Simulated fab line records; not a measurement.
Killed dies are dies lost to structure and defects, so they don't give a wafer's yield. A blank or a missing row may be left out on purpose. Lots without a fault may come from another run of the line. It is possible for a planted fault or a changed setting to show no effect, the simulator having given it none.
fab line records	flow nand-harc
[record] lots = 14	wafers = 42	last-day = 24
route steps=1159 shown A_M1@1037
lots with no fault: from the same line, run without faults
start-h: hours from the record's opening day to when the first of the lot's shown wafers began	wait-h: hours elapsed since this lot's preceding step	" unchanged from the row above	L1.1+2: a row that stands for several wafers	- no value present, or no start provided	* or withheld: withheld	< > ~ a bound
route shown NAME@n: names a module that has steps shown in the file, with the first one's number in the route	usual: mean and standard deviation over wafers with no fault	same: alike in all rows	chamber/n: place in a boat	sites: per-site readings	_std_site: standard deviation of those values	_edge_site: mean of outer sites minus mean of inner sites	radius-mm: how far each site lies from the wafer's centre	mask NAME#n: copy n	behind: tool/chamber where the wafer was last shaped	hold: why the lot was held/for how many hours/how that ended	device: which transistor (n, p or np) failed to switch	end of line: the tests these same wafers got at the end of their route	step lacking rows: just its recipe	killed: dies lost to structure and defects at the first sort, not the wafer's yield	map: a wafer's dies, x killed, . not, _ none there
set.NAME: the setting that was run; set.NAME@STEP: the one run at that earlier step	model.NAME: the simulator's own value behind a step, which no gauge read
the route's steps for a sample of lots (tables are steps, rows are wafers)
services: a tool's chamber out of use, with start hour (start-h, from the record's first day; less than 0 if before it), hours out, and reason
[[steps]]
[step NHARC_A_M1_OVL_MEAS_10]
[recipe] pitch-nm = 240
[usual] overlay-x-nm = -0.2/1	overlay-y-nm = 0.1/0.89
lot.wafer	tool	chamber	start-h	wait-h	overlay-x-nm	overlay-y-nm
L149.2	overlay-02	-	406.09	-	-1.3	-0.8
L149.5	"	-	"	"	-0.5	0.0
L149.6	"	-	"	"	-0.7	-0.5
L150.2	overlay-01	-	406.80	-	-0.3	-0.2
L150.3	"	-	"	"	-0.9	-0.2
L150.4	"	-	"	"	-0.5	-0.6
L151.3	overlay-02	-	408.64	-	0.2	-0.3
L151.4	"	-	"	"	0.2	0.1
L151.6	"	-	"	"	-0.5	0.2
L147.1	overlay-01	-	409.39	-	1.0	0.3
L147.3	"	-	"	"	0.0	0.3
L147.4	"	-	"	"	0.4	0.3
L152.3	overlay-01	-	425.84	-	-0.2	-1.0
L152.4	"	-	"	"	-1.1	-0.6
L152.5	"	-	"	"	-0.4	-1.2
L160.1	overlay-02	-	481.52	-	1.0	-0.7
L160.3	"	-	"	"	1.3	-0.8
L160.5	"	-	"	"	1.0	-0.6
L164.1	overlay-02	-	493.02	-	-0.5	1.9
L164.3	"	-	"	"	0.6	1.6
L164.6	"	-	"	"	-0.1	1.4
L163.1	overlay-01	-	499.42	-	0.4	-1.0
L163.4	"	-	"	"	1.0	-0.6
L163.5	"	-	"	"	1.2	-0.7
L161.1	overlay-01	-	500.18	-	0.7	1.7
L161.2	"	-	"	"	0.3	1.9
L161.3	"	-	"	"	0.3	2.1
L162.1	overlay-01	-	504.53	-	0.4	-0.2
L162.4	"	-	"	"	0.7	0.0
L162.5	"	-	"	"	0.4	0.6
L165.1	overlay-02	-	508.57	-	-1.6	-0.1
L165.3	"	-	"	"	-1.3	0.1
L165.6	"	-	"	"	-1.7	0.0
L166.1	overlay-01	-	510.29	-	1.0	0.3
L166.3	"	-	"	"	1.1	-0.2
L166.6	"	-	"	"	0.7	-0.3
L168.1	overlay-02	-	534.38	-	-2.3	-0.2
L168.4	"	-	"	"	-2.1	0.4
L168.5	"	-	"	"	-1.9	-0.3
L169.1	overlay-01	-	538.14	-	1.1	0.0
L169.2	"	-	"	"	0.8	1.0
L169.6	"	-	"	"	0.7	0.8
[step NHARC_A_M1_PVD_20]
[recipe] target-thk-a = 50	bias-v = 168.6	power-w = 15000	chamber-pressure-pa = 0.12	time-s = 8.06	substrate-temp-c = 50	material = TaN
[usual] bias-v = 168.5/1.6	cathode-dc-power-W = 15000/2.5	throttle-valve-pct = 30.3/0.88
lot.wafer	tool	chamber	start-h	wait-h	bias-v	cathode-dc-power-W	throttle-valve-pct
L149.2	pvd-sputter-01	-	407.36	-	167.7	15003	30.4
L149.5	"	-	"	"	168.2	14999	30.8
L149.6	"	-	"	"	168.4	14996	31.5
L150.3	pvd-sputter-02	-	408.04	-	166.8	14998	30.0
L150.4	"	-	"	"	168.4	14999	30.0
L150.2	"	-	"	"	169.7	14999	30.9
L151.4	pvd-sputter-01	-	409.87	-	-	-	-
L151.3	"	-	"	"	-	-	-
L151.6	"	-	"	"	-	-	-
L147.4	pvd-sputter-01	-	410.78	-	167.3	15006	30.2
L147.1	"	-	"	"	169.2	15001	30.7
L147.3	"	-	"	"	167.4	15000	31.3
L152.3	pvd-sputter-01	-	431.65	-	-	-	-
L152.4	"	-	"	"	-	-	-
L152.5	"	-	"	"	-	-	-
L160.3	pvd-sputter-01	-	482.76	-	167.9	15000	30.8
L160.1	"	-	"	"	169.3	14995	30.2
L160.5	"	-	"	"	169.2	14999	30.9
L164.3	pvd-sputter-01	-	494.25	-	166.4	15003	30.3
L164.1	"	-	"	"	168.9	15001	31.5
L164.6	"	-	"	"	169.7	14999	30.3
L163.4	pvd-sputter-01	-	500.69	-	166.9	15004	30.3
L163.1	"	-	"	"	170.6	14999	30.9
L163.5	"	-	"	"	165.5	15002	31.4
L161.2	pvd-sputter-03	-	501.42	-	170.0	15002	30.7
L161.3	"	-	"	"	170.0	14994	29.4
L161.1	"	-	"	"	169.8	15002	28.8
L162.1	pvd-sputter-03	-	505.94	-	166.3	15001	28.7
L162.4	"	-	"	"	170.3	15001	31.0
L162.5	"	-	"	"	168.2	15000	28.9
L165.3	pvd-sputter-01	-	509.80	-	167.0	15002	30.1
L165.1	"	-	"	"	169.0	15000	31.5
L165.6	"	-	"	"	164.8	14999	30.4
L166.3	pvd-sputter-03	-	511.53	-	168.2	14998	31.1
L166.1	"	-	"	"	169.2	14999	28.1
L166.6	"	-	"	"	167.7	14998	30.6
L168.4	pvd-sputter-01	-	535.68	-	166.4	15001	31.2
L168.1	"	-	"	"	167.8	14998	31.3
L168.5	"	-	"	"	169.8	15005	31.0
L169.2	pvd-sputter-02	-	539.37	-	168.0	14998	30.2
L169.1	"	-	"	"	170.4	15001	29.9
L169.6	"	-	"	"	169.2	15006	30.2
[step NHARC_A_M1_CMP_23]
[recipe] t-overpolish-s = 20	target-thk-nm = 154.34
[usual] motor-current-A = 12.1/1.1	slurry-filter-dp-kPa = 13.48/0.15	time-to-endpoint-s = 30.7/2.9
[same] t-overpolish-s = 20
lot.wafer	tool	chamber	start-h	wait-h	motor-current-A	slurry-filter-dp-kPa	time-to-endpoint-s
L149.2	cmp-02	2	408.35	-	11.8	13.57	32.4
L149.6	"	0	"	"	11.9	13.52	27.1
L149.5	"	1	"	"	12.5	13.34	31.1
L150.4	cmp-03	0	409.00	-	11.4	13.43	26.6
L150.2	"	1	"	"	12.9	13.61	28.3
L150.3	"	2	"	"	12.2	13.30	30.2
L151.3	cmp-04	0	410.87	-	12.1	13.66	29.1
L151.4	"	1	"	"	12.5	13.58	30.1
L151.6	"	3	"	"	13.0	13.50	33.6
L147.4	cmp-04	3	411.76	-	13.4	13.44	34.0
L147.1	"	0	"	"	12.5	13.33	29.9
L147.3	"	2	"	"	9.9	13.67	34.0
L152.3	cmp-02	3	432.63	-	11.8	13.29	33.4
L152.4	"	0	"	"	11.5	13.63	28.1
L152.5	"	2	"	"	10.9	13.67	37.0
L160.1	cmp-04	2	483.72	-	9.5	13.37	32.9
L160.3	"	3	"	"	13.4	13.56	34.0
L160.5	"	2	"	"	10.1	13.46	34.6
L164.1	cmp-02	1	495.27	-	12.7	13.48	32.7
L164.3	"	3	"	"	11.8	13.11	33.8
L164.6	"	0	"	"	12.0	13.39	26.2
L163.4	cmp-04	0	501.69	-	12.5	13.54	32.1
L163.1	"	1	"	"	13.1	13.41	31.6
L163.5	"	2	"	"	10.1	13.66	34.6
L161.3	cmp-02	0	502.42	-	12.1	13.65	28.9
L161.1	"	1	"	"	12.7	13.64	31.0
L161.2	"	2	"	"	11.4	13.14	32.8
L162.1	cmp-02	1	507.22	-	13.8	13.62	32.0
L162.4	"	0	"	"	12.2	13.53	29.5
L162.5	"	1	"	"	13.4	13.44	31.3
L165.3	cmp-02	2	510.77	-	11.6	13.37	34.2
L165.1	"	3	"	"	11.3	13.32	31.3
L165.6	"	3	"	"	11.4	13.77	32.9
L166.3	cmp-04	0	512.56	-	12.4	13.65	32.1
L166.1	"	1	"	"	13.2	13.43	29.9
L166.6	"	3	"	"	12.6	13.69	34.0
L168.4	cmp-03	3	536.72	-	13.4	13.67	29.7
L168.1	"	0	"	"	11.6	13.43	27.2
L168.5	"	1	"	"	12.5	13.30	28.1
L169.2	cmp-03	1	540.48	-	12.7	13.84	26.6
L169.1	"	2	"	"	12.2	13.50	30.4
L169.6	"	0	"	"	11.2	13.48	27.1
[step NHARC_A_M1_DEP_33]
[recipe] target-thk-a = 300	temp-c = 370	target-thk-nm = 30	pressure-torr = 3	flow-sccm = 200	rf-w = 450	material = SiCN
[usual] heater-power-outer-w = 336/65	heater-power-w = 577/90
lot.wafer	tool	chamber	start-h	wait-h	heater-power-outer-w	heater-power-w
L149.2	pecvd-02	1	408.93	0.1	271	474
L149.5	"	2	"	"	324	573
L149.6	"	0	"	"	453	722
L150.2	pecvd-02	0	409.62	0.1	412	654
L150.3	"	2	"	"	319	576
L150.4	"	2	"	"	314	561
L151.3	pecvd-02	2	411.50	0.1	323	571
L151.4	"	2	"	"	323	563
L151.6	"	0	"	"	382	627
L147.3	pecvd-02	2	412.42	0.1	309	543
L147.1	"	0	"	"	459	730
L147.4	"	2	"	"	307	544
L152.3	pecvd-04	1	433.27	0.1	415	707
L152.5	"	0	"	"	326	624
L152.4	"	2	"	"	305	517
L160.3	pecvd-01	1	484.34	0.1	308	499
L160.1	"	2	"	"	237	440
L160.5	"	0	"	"	381	699
L164.3	pecvd-02	2	495.89	0.1	280	507
L164.1	"	0	"	"	395	659
L164.6	"	1	"	"	323	557
L163.1	pecvd-02	2	502.34	0.1	293	514
L163.4	"	0	"	"	449	710
L163.5	"	2	"	"	293	529
L161.2	pecvd-01	2	503.16	0.1	220	411
L161.1	"	0	"	"	386	692
L161.3	"	1	"	"	335	541
L162.1	pecvd-04	1	507.93	0.1	416	696
L162.4	"	0	"	"	341	632
L162.5	"	1	"	"	421	699
L165.3	pecvd-02	0	511.39	0.1	437	693
L165.1	"	2	"	"	301	546
L165.6	"	0	"	"	440	703
L166.3	pecvd-01	0	513.17	0.1	321	601
L166.1	"	2	"	"	227	409
L166.6	"	1	"	"	322	543
L168.1	pecvd-01	2	537.33	0.1	252	445
L168.5	"	1	"	"	322	534
L168.4	"	0	"	"	339	630
L169.1	pecvd-02	0	541.07	0.1	477	738
L169.2	"	2	"	"	266	498
L169.6	"	2	"	"	266	476
[[services]]
tool	chamber	start-h	hours	kind
pvd-sputter-02	-	392.00	10.0	pm
cmp-04	-	399.10	4.0	pm
pecvd-01	-	418.44	13.0	pm
cmp-02	-	422.72	4.0	pm
cmp-04	-	437.06	1.0	repair
pvd-sputter-02	-	440.98	3.9	repair
cmp-03	-	450.22	4.0	pm
cmp-04	-	450.74	3.6	repair
pvd-sputter-02	-	455.16	38.8	repair
pvd-sputter-03	-	458.00	10.0	pm
pecvd-04	2	460.88	4.9	repair
pecvd-01	2	466.49	4.1	repair
cmp-03	-	466.76	5.8	repair
pecvd-01	-	470.73	0.7	repair
cmp-02	-	475.37	0.5	repair
cmp-03	-	481.23	18.0	repair
cmp-02	-	496.43	1.2	repair
cmp-04	-	497.10	4.0	pm
pvd-sputter-01	-	497.49	2.8	repair
pvd-sputter-03	-	513.65	0.6	repair
pvd-sputter-01	-	514.00	10.0	pm
pecvd-02	-	515.09	13.0	pm
pecvd-02	0	515.09	13.0	vent-cycle
cmp-02	-	520.72	4.0	pm
[[key]]
[first-sign] step = NHARC_A_M1_PVD_20	reading = tool-record	direction = missing
effect none on later readings
met-at NHARC_A_M1_PVD_20
struck-lots L151,L152
later-rows-left-out L151.3,L151.4,L151.6,L152.3,L152.4,L152.5
sort-left-out L151.3,L151.4,L151.6,L152.3,L152.4,L152.5
not-acting-at NHARC_A_M1_OVL_MEAS_10,NHARC_A_M1_CMP_23,NHARC_A_M1_DEP_33
onset-between 407.36 409.87
[fault] kind = skipped-step-whole	tool = pvd-sputter-01	chamber = -	onset-h = 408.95	steps = NHARC_A_M1_PVD_20	scope = struck-lots-only
// sort-left-out: the simulated sort isn't trusted on such a fault, so these wafers' sort isn't shown, and their yield isn't known
// later-rows-left-out: the simulator's readings of these wafers behind a module that went badly wrong aren't trusted and aren't shown, but for the sort
